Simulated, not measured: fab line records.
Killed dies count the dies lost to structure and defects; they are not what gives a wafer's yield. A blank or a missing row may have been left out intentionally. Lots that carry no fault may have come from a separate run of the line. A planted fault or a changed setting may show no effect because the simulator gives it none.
fab line records -- flow nand_harc
record: lots: 5, wafers: 15, last_day: 31
route steps=1302 shown P_GATE@155 END@1302
lots that met no fault: taken from a fault-free run of the same line
start_h: hours from the record's first day to the start of the lot's first wafer shown -- wait_h: hours from the lot's prior step to this one -- " repeats the value in the row above -- L1.1+2: several wafers, shown together as one row -- - no value present, or no start provided -- * or withheld: withheld -- < > ~ a bound
route shown NAME@n: a module of which the file shows steps, and the number in the route of the first -- usual: the fault-free wafers' mean and standard deviation -- same: alike in all rows -- chamber/n: place in a boat -- sites: the reading at each site -- _std_site: standard deviation across them -- _edge_site: mean of outer sites minus mean of inner sites -- radius_mm: how far each site lies from the wafer's centre -- mask NAME#n: copy n -- behind: the last tool/chamber to shape the wafer -- hold: cause of the lot's hold/its duration in hours/its outcome -- device: names the non-switching transistor (n, p or np) -- end of line: the tests these same wafers got at the end of their route -- a step with no rows: only its recipe -- killed: count of dies lost to structure and defects at first sort (not the wafer's yield) -- map: dies across one wafer; x = killed, . = not, _ = none there
set.NAME: the run value of the setting; set.NAME@STEP: its run value at that earlier step -- model.NAME: the simulator's own value behind a step, which no gauge read
lots seen at some steps along the route; tables by step, rows by wafer
services: the hour from which a tool's chamber was out of use, counted from the record's first day as start_h (under 0 if before that day), plus the number of hours and why
== steps ==
step: NHARC_P_GATE_ALD_36
recipe: target_thk_a: 200, pulse_time_s: 60, ald_cycles: 223, temp_c: 400, material: SiNx
usual: heater_power_w: 822/56, precursor_pulse_height_rel: 1.002/0.022
lot.wafer,tool,chamber,start_h,wait_h,heater_power_w,precursor_pulse_height_rel,since_wet_clean_h
L710.1,ald_sin-03,2,102.97,-,904,1.003,103
L710.3,ald_sin-03,0,105.08,-,974,1.009,105
L710.5,ald_sin-03,3,108.24,-,805,1.005,-
L718.3,ald_sin-02,0,185.92,-,790,1.006,57
L718.1,ald_sin-02,2,188.01,-,859,0.987,59
L718.5,ald_sin-02,0,190.10,-,792,1.001,-
L719.3,ald_sin-03,2,189.38,-,854,1.010,11
L719.1,ald_sin-03,3,190.44,-,825,0.976,13
L719.6,ald_sin-03,1,192.55,-,800,0.973,-
L728.4,ald_sin-03,3,281.99,-,844,1.035,104
L728.2,ald_sin-03,0,283.06,-,868,1.004,105
L728.6,ald_sin-03,2,285.20,-,858,0.928,-
L729.1,ald_sin-01,2,287.78,-,769,1.019,61
L729.2,ald_sin-01,3,289.18,-,848,1.016,63
L729.6,ald_sin-01,1,294.75,-,809,1.008,-
step: NHARC_P_GATE_ETCHBACK_37
recipe: target_depth_a: 345, time_s: 17.2, chf3_flow_sccm: 50, o2_flow_sccm: 10, ar_flow_sccm: 200, rf_w: 500, bias_w: 200, chemistry: CHF3/O2
usual: drypump_motor_current_A: 5.9/0.64, oes_product_au: 0.95/0.036, rf_vpp_V: 369.8/2, showerhead_plenum_p_Torr: 2.36/0.086, throttle_valve_pct: 20.572/0.009
lot.wafer,tool,chamber,start_h,wait_h,drypump_motor_current_A,oes_product_au,rf_hours_counter_h,rf_vpp_V,showerhead_plenum_p_Torr,throttle_valve_pct
L710.3,rie_diel-12,2,-,-,6.7,0.92,2,370.6,2.34,20.567
L710.1,rie_diel-12,0,-,-,6.6,0.93,2,371.9,2.48,20.575
L710.5,rie_diel-12,2,-,-,6.7,0.91,-,369.9,2.34,20.575
L718.3,rie_diel-09,2,-,-,6.4,0.93,3,372.1,2.45,20.569
L718.1,rie_diel-09,0,-,-,4.9,0.92,2,367.5,2.26,20.577
L718.5,rie_diel-09,2,-,-,6.4,0.93,-,371.7,2.45,20.571
L719.1,rie_diel-04,1,-,-,5.7,0.99,0,367.8,2.26,20.566
L719.3,rie_diel-04,2,-,-,5.8,1.00,0,372.0,2.48,20.566
L719.6,rie_diel-04,1,-,-,5.7,0.99,-,367.7,2.26,20.561
L728.2,rie_diel-12,2,-,-,6.7,0.98,0,369.2,2.34,20.575
L728.4,rie_diel-12,2,-,-,6.7,0.98,-,370.0,2.34,20.567
L728.6,rie_diel-12,1,-,-,4.7,0.99,-,367.5,2.25,20.583
L729.1,rie_diel-09,3,-,-,5.2,0.92,8,368.6,2.36,20.555
L729.2,rie_diel-09,1,-,-,5.4,0.92,7,371.0,2.40,20.584
L729.6,rie_diel-09,2,-,-,6.3,0.91,-,371.2,2.45,20.576
step: NHARC_P_GATE_STRIP_101
recipe: time_s: 20, o2_flow_sccm: 500, ar_flow_sccm: 0, bias_w: 0, chemistry: O2
usual: drypump_motor_current_A: 5.9/0.64, oes_product_au: 0.997/0.01, rf_vpp_V: 57.5/0.77, showerhead_plenum_p_Torr: 3.46/0.12, throttle_valve_pct: 17.037/0.0091
lot.wafer,tool,chamber,start_h,wait_h,drypump_motor_current_A,oes_product_au,rf_hours_counter_h,rf_vpp_V,showerhead_plenum_p_Torr,throttle_valve_pct
L710.1,rie_diel-12,2,112.58,0.1,6.7,1.004,2,55.7,3.45,17.023
L710.3,rie_diel-12,1,112.58,0.1,4.7,1.004,2,58.3,3.31,17.044
L710.5,rie_diel-12,0,112.58,0.1,6.6,1.017,-,57.9,3.64,17.050
L718.1,rie_diel-09,1,195.47,0.1,5.5,0.999,2,58.0,3.53,17.043
L718.3,rie_diel-09,2,195.47,0.1,6.4,1.000,3,57.2,3.60,17.052
L718.5,rie_diel-09,3,195.47,0.1,5.2,0.997,-,57.8,3.47,17.013
L719.3,rie_diel-04,3,196.87,0.1,6.6,0.983,0,57.8,3.48,17.058
L719.1,rie_diel-04,2,196.87,0.1,5.8,0.994,0,59.1,3.64,17.052
L719.6,rie_diel-04,3,196.87,0.1,6.6,0.987,-,57.9,3.48,17.031
L728.2,rie_diel-12,3,289.56,0.1,5.9,0.974,0,58.0,3.32,17.035
L728.4,rie_diel-12,2,289.56,0.1,6.8,0.979,-,58.8,3.44,17.030
L728.6,rie_diel-12,3,289.56,0.1,5.9,0.978,-,55.5,3.32,17.037
L729.1,rie_diel-09,1,299.41,0.1,5.4,0.987,7,56.9,3.52,17.027
L729.2,rie_diel-09,0,299.41,0.1,4.9,0.993,8,57.2,3.32,17.040
L729.6,rie_diel-09,1,299.41,0.1,5.5,0.994,-,55.7,3.52,17.040
step: NHARC_P_GATE_PRECLEAN_97
recipe: time_s: 600, temp_c: 120, chemistry: SPM
step: NHARC_P_GATE_SRD_98
step: NHARC_P_GATE_PRECLEAN_99
recipe: time_s: *, temp_c: 50, bath_age_min: 0, chemistry: SC1
step: NHARC_P_GATE_SRD_100
step: NHARC_P_GATE_DEHYDRATE_38
recipe: temp_c: 150, time_s: 120
step: NHARC_P_GATE_HMDS_39
recipe: time_s: 30
step: NHARC_P_GATE_COAT_40
recipe: spin_rpm: 3000
step: NHARC_P_GATE_SOFTBAKE_41
recipe: temp_c: 122, time_s: 95
step: NHARC_P_GATE_EBR_42
step: NHARC_P_GATE_EXPOSE_43
recipe: na: 0.6, target_cd_nm: 720, dose_mj: 14.81, mask_id: P_NSD
lot.wafer,tool,chamber,start_h,wait_h,mask
L710.1+3+5,krf_scanner-02,0,113.22,-,P_NSD#0
L718.1+3+5,krf_scanner-04,0,196.23,-,P_NSD_R1#0
L719.1+3+6,krf_scanner-01,0,197.64,-,P_NSD#0
L728.2+4+6,krf_scanner-02,0,290.33,-,P_NSD#0
L729.1+2+6,krf_scanner-04,0,300.18,-,P_NSD#0
step: NHARC_P_GATE_PEB_44
recipe: peb_temp_c: 118, peb_time_s: 85
step: NHARC_P_GATE_DEVELOP_45
recipe: time_s: 70
step: NHARC_P_GATE_CD_MEAS_46
recipe: target_cd_nm: 720, landing_energy_ev: 500
usual: cd_nm: 719.1/2.1
lot.wafer,tool,chamber,start_h,wait_h,hold,cd_nm
L710.1,cd_sem-01,0,113.38,-,-,720.8
L710.3,cd_sem-01,0,113.38,-,-,720.5
L710.5,cd_sem-01,0,113.38,-,-,723.9
L718.1,cd_sem-02,0,196.38,-,await_dispo/0.2h/release,696.7
L718.3,cd_sem-02,0,196.38,-,await_dispo/0.2h/release,697.4
L718.5,cd_sem-02,0,196.38,-,await_dispo/0.2h/release,698.6
L718.1,cd_sem-02,0,-,-,-,696.6
L718.3,cd_sem-02,0,-,-,-,697.8
L718.5,cd_sem-02,0,-,-,-,698.7
L719.1,cd_sem-02,0,197.80,-,-,716.5
L719.3,cd_sem-02,0,197.80,-,-,713.9
L719.6,cd_sem-02,0,197.80,-,-,719.4
L728.2,cd_sem-03,0,290.50,-,-,718.8
L728.4,cd_sem-03,0,290.50,-,-,718.9
L728.6,cd_sem-03,0,290.50,-,-,718.4
L729.1,cd_sem-03,0,300.35,-,-,717.4
L729.2,cd_sem-03,0,300.35,-,-,715.7
L729.6,cd_sem-03,0,300.35,-,-,717.6
step: NHARC_P_GATE_DESCUM_48
recipe: time_s: 3, o2_flow_sccm: 200, ar_flow_sccm: 0, bias_power_w: 0, chemistry: O2
usual: drypump_motor_current_A: 5.8/0.66, oes_product_au: 0.998/0.009, rf_vpp_V: 57.9/0.79, showerhead_plenum_p_Torr: 1.88/0.065, throttle_valve_pct: 11.311/0.0096
lot.wafer,tool,chamber,start_h,wait_h,drypump_motor_current_A,oes_product_au,rf_hours_counter_h,rf_vpp_V,showerhead_plenum_p_Torr,throttle_valve_pct,model.P_GATE.cd_nm
L710.1,rie_diel-12,2,113.55,-,6.7,0.992,2.1,57.8,1.87,11.306,721.2
L710.3,rie_diel-12,0,113.55,-,6.6,1.014,2.0,59.5,1.98,11.328,721
L710.5,rie_diel-12,2,113.55,-,6.7,0.994,-,55.9,1.87,11.320,724.4
L719.1,rie_diel-09,3,197.97,-,5.2,0.990,2.5,57.5,1.88,11.313,716.8
L719.3,rie_diel-09,0,197.97,-,5.0,0.989,2.3,57.9,1.79,11.307,714.4
L719.6,rie_diel-09,2,197.97,-,6.3,1.000,-,56.8,1.95,11.320,720.1
L718.1,rie_diel-09,1,200.29,-,5.5,0.995,3.0,56.7,1.91,11.310,697.6
L718.3,rie_diel-09,0,200.29,-,4.9,0.992,2.3,58.4,1.79,11.296,697
L718.5,rie_diel-09,2,200.29,-,6.4,1.003,-,59.0,1.95,11.306,698.8
L728.4,rie_diel-09,2,290.66,-,6.3,1.000,6.6,58.9,1.95,11.298,718.8
L728.2,rie_diel-09,3,290.66,-,5.2,1.003,7.4,58.8,1.88,11.310,718.2
L728.6,rie_diel-09,2,290.66,-,6.4,0.997,-,56.6,1.95,11.326,717.9
L729.1,rie_diel-12,3,300.54,-,5.9,0.982,1.4,58.2,1.79,11.316,718.2
L729.2,rie_diel-12,0,300.54,-,6.6,0.997,1.1,58.1,1.98,11.289,715.8
L729.6,rie_diel-12,3,300.54,-,5.9,0.980,-,57.7,1.79,11.306,718.7
step: NHARC_P_GATE_IMPLANT_49
recipe: energy_kev: 30, dose_cm2: 3e+15, tilt_deg: 7
step: NHARC_END_SORT_01
recipe: temp_c: 25
usual: killed_at_array: 55/12, killed_at_other: 1.0/1.2, killed_at_periphery: 3.9/2.6, killed_dies: 60/12, killed_open: 3.3/1.9, killed_short: 2.5/1.8
same: gross_dies: 677
lot.wafer,tool,chamber,start_h,wait_h,killed_at_array,killed_at_other,killed_at_periphery,killed_dies,killed_open,killed_short
L710.1,prober-02,0,557.84,2.5,38,0,11,49,2,5
L710.3,prober-02,0,559.45,3.1,30,1,13,44,5,0
L710.5,prober-02,0,561.07,3.7,47,1,5,53,3,3
L718.1,prober-01,0,648.83,2.5,57,4,2,63,0,4
L718.3,prober-01,0,650.42,3.1,57,1,4,62,3,2
L718.5,prober-01,0,652.00,3.7,65,1,6,72,8,3
L719.1,prober-02,0,653.84,2.5,44,2,3,49,3,2
L719.3,prober-02,0,655.44,3.1,50,0,11,61,2,4
L719.6,prober-02,0,657.83,4.0,51,3,7,61,1,4
L728.2,prober-02,0,730.02,2.8,49,0,8,57,1,2
L728.4,prober-02,0,731.63,3.4,61,0,3,64,5,4
L728.6,prober-02,0,733.23,4.0,47,0,5,52,3,1
L729.1,prober-02,0,745.08,2.5,46,2,3,51,6,7
L729.2,prober-02,0,745.90,2.8,35,0,1,36,0,2
L729.6,prober-02,0,749.16,4.1,39,0,0,39,3,1
killed by level:class
L710.1 A_SLIT:chamber_film_flake=19 P_GATE:chamber_film_flake=8 A_CHANNEL_HOLE_D2:chamber_film_flake=4 A_SOURCE_PLATE:geometric_particle:short=3 A_WL_FILL:chamber_film_flake=3 P_M1:chamber_film_flake=2 A_CHANNEL_FILL_D1:chamber_film_flake=2 P_CONTACT:geometric_particle:open=1
L710.3 A_SLIT:chamber_film_flake=13 P_GATE:chamber_film_flake=7 A_CHANNEL_HOLE_D2:chamber_film_flake=7 A_WL_FILL:chamber_film_flake=3 P_GATE:geometric_particle:open=2 P_CONTACT:geometric_particle:open=2 P_M1:chamber_film_flake=2 A_STAIRCASE:chamber_film_flake=2
L710.5 A_SLIT:chamber_film_flake=25 A_CHANNEL_HOLE_D2:chamber_film_flake=11 P_M1:chamber_film_flake=3 A_WL_FILL:chamber_film_flake=2 A_STAIRCASE:chamber_film_flake=2 P_M1:geometric_particle:open=1 A_SOURCE_PLATE:geometric_particle:short=1 A_ONON_D1:geometric_particle:short=1
L718.1 A_CHANNEL_HOLE_D1:chamber_film_flake=29 A_CHANNEL_HOLE_D2:chamber_film_flake=15 THIN_TSV:chamber_film_flake=4 A_CONTACT:chamber_film_flake=3 A_STAIRCASE:chamber_film_flake=3 A_SLIT:chamber_film_flake=3 A_CHANNEL_FILL_D1:geometric_particle:short=2 P_CONTACT:geometric_particle:short=1
L718.3 A_CHANNEL_HOLE_D1:chamber_film_flake=28 A_CHANNEL_HOLE_D2:chamber_film_flake=12 A_STAIRCASE:chamber_film_flake=8 P_GATE:chamber_film_flake=2 A_CHANNEL_HOLE_D2:geometric_particle:open=1 A_CHANNEL_HOLE_D2:geometric_particle:short=1 A_CHANNEL_FILL_D2:geometric_particle:open=1 A_CHANNEL_FILL_D2:geometric_particle:short=1
L718.5 A_CHANNEL_HOLE_D1:chamber_film_flake=27 A_CHANNEL_HOLE_D2:chamber_film_flake=19 A_DECK1_JOINT:chamber_film_flake=4 A_CONTACT:chamber_film_flake=3 A_CHANNEL_FILL_D2:geometric_particle:open=2 A_CHANNEL_FILL_D2:geometric_particle:short=2 A_STAIRCASE:chamber_film_flake=2 P_GATE:geometric_particle:open=1
L719.1 A_SLIT:chamber_film_flake=27 A_CHANNEL_HOLE_D2:chamber_film_flake=5 A_CONTACT:chamber_film_flake=4 THIN_TSV:chamber_film_flake=2 A_ONON_D1:geometric_particle:short=1 A_CHANNEL_HOLE_D1:geometric_particle:open=1 A_CHANNEL_FILL_D1:geometric_particle:short=1 A_DECK1_JOINT:geometric_particle:open=1
L719.3 A_SLIT:chamber_film_flake=22 A_CHANNEL_HOLE_D2:chamber_film_flake=10 A_CHANNEL_HOLE_D1:chamber_film_flake=6 P_M2:chamber_film_flake=4 A_CONTACT:chamber_film_flake=4 P_STI:chamber_film_flake=3 P_CONTACT:chamber_film_flake=3 A_ONON_D1:geometric_particle:short=2
L719.6 A_SLIT:chamber_film_flake=27 A_CHANNEL_HOLE_D2:chamber_film_flake=12 A_CONTACT:chamber_film_flake=5 P_M2:chamber_film_flake=3 A_CHANNEL_HOLE_D1:chamber_film_flake=3 P_CONTACT:chamber_film_flake=2 THIN_TSV:chamber_film_flake=2 P_STI:geometric_particle:short=1
L728.2 A_SLIT:chamber_film_flake=34 A_CHANNEL_HOLE_D1:chamber_film_flake=8 P_M1:chamber_film_flake=6 A_CONTACT:chamber_film_flake=4 P_M1:geometric_particle:short=1 A_ONON_D2:geometric_particle:short=1 A_WL_FILL:geometric_particle:open=1 P_ZERO_WELL:chamber_film_flake=1
L728.4 A_SLIT:chamber_film_flake=33 A_CHANNEL_HOLE_D1:chamber_film_flake=11 A_STAIRCASE:chamber_film_flake=5 A_CONTACT:chamber_film_flake=3 A_ONON_D1:geometric_particle:short=2 P_M1:geometric_particle:open=1 P_M1:geometric_particle:short=1 A_ONON_D1:geometric_particle:open=1
L728.6 A_SLIT:chamber_film_flake=29 A_CHANNEL_HOLE_D1:chamber_film_flake=8 A_DECK1_JOINT:geometric_particle:open=3 P_M1:chamber_film_flake=3 A_CONTACT:chamber_film_flake=3 A_ONON_D1:geometric_particle:short=1 P_GATE:chamber_film_flake=1 P_CONTACT:chamber_film_flake=1
L729.1 A_CONTACT:chamber_film_flake=12 A_CHANNEL_HOLE_D1:chamber_film_flake=11 A_SLIT:chamber_film_flake=7 A_WL_FILL:geometric_particle:short=4 A_STAIRCASE:chamber_film_flake=4 P_M0:geometric_particle:open=2 A_DECK1_JOINT:geometric_particle:open=1 A_ONON_D2:geometric_particle:open=1
L729.2 A_CHANNEL_HOLE_D1:chamber_film_flake=14 A_CONTACT:chamber_film_flake=10 A_STAIRCASE:chamber_film_flake=4 A_SLIT:chamber_film_flake=3 A_DECK1_JOINT:geometric_particle:short=1 A_ONON_D2:geometric_particle:short=1 P_ZERO_WELL:chamber_film_flake=1 A_ZERO_WELL:chamber_film_flake=1
L729.6 A_CHANNEL_HOLE_D1:chamber_film_flake=12 A_CONTACT:chamber_film_flake=9 A_WL_FILL:chamber_film_flake=5 A_SLIT:chamber_film_flake=3 A_CHANNEL_HOLE_D2:chamber_film_flake=2 A_SGD_CUT:geometric_particle:open=1 A_WL_FILL:geometric_particle:short=1 A_WL_FILL:geometric_particle:open=1
== services ==
tool,chamber,start_h,hours,kind
krf_scanner-04,-,91.38,9.3,repair
rie_diel-12,-,91.40,9.0,pm
krf_scanner-02,-,94.00,4.0,pm
rie_diel-04,2,97.48,4.4,repair
rie_diel-04,0,100.26,5.4,repair
rie_diel-12,3,105.20,9.5,repair
rie_diel-12,1,115.62,12.3,repair
ald_sin-03,3,117.00,3.3,repair
rie_diel-04,1,132.70,1.3,repair
rie_diel-12,3,139.04,2.6,repair
rie_diel-09,-,143.10,9.0,pm
ald_sin-03,-,152.86,5.1,repair
ald_sin-03,2,158.23,4.6,repair
rie_diel-12,1,165.31,4.3,repair
rie_diel-04,-,177.90,9.0,pm
krf_scanner-04,-,182.00,4.0,pm
krf_scanner-04,-,211.18,2.6,repair
ald_sin-03,-,229.34,0.4,repair
rie_diel-04,2,232.60,11.0,repair
rie_diel-09,2,233.44,7.4,repair
krf_scanner-02,-,266.00,4.0,pm
rie_diel-12,-,268.40,9.0,pm
krf_scanner-02,-,272.33,0.8,repair
rie_diel-12,0,288.66,8.2,repair
== key ==
first_sign: step: NHARC_P_GATE_EXPOSE_43, reading: mask, direction: changed
effect: step: NHARC_P_GATE_CD_MEAS_46, reading: visit, direction: added
effect: step: NHARC_P_GATE_CD_MEAS_46, reading: cd_nm, direction: down, sigmas: 10, usual: 719.1, struck: 697.6
model_effect: step: NHARC_P_GATE_DESCUM_48, value: P_GATE.cd_nm, without: 719.4, struck: 697.8
met_at NHARC_P_GATE_EXPOSE_43
struck_wafers L718.1,L718.3,L718.5
tester_left_out L718
fault: kind: wrong_mask, tool: any, chamber: -, onset_h: 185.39, steps: NHARC_P_GATE_EXPOSE_43, aux_copy: P_NSD_R1#0, cd_offset_nm: -21.609, scope: struck_lots_only
tester_left_out: of these lots the tester's yield and bins aren't shown, on N5 and GAA mostly nor the transistor test; their killed dies are dies lost to structure and defects alone, not to doping, threshold or leakage, so they don't give the yield
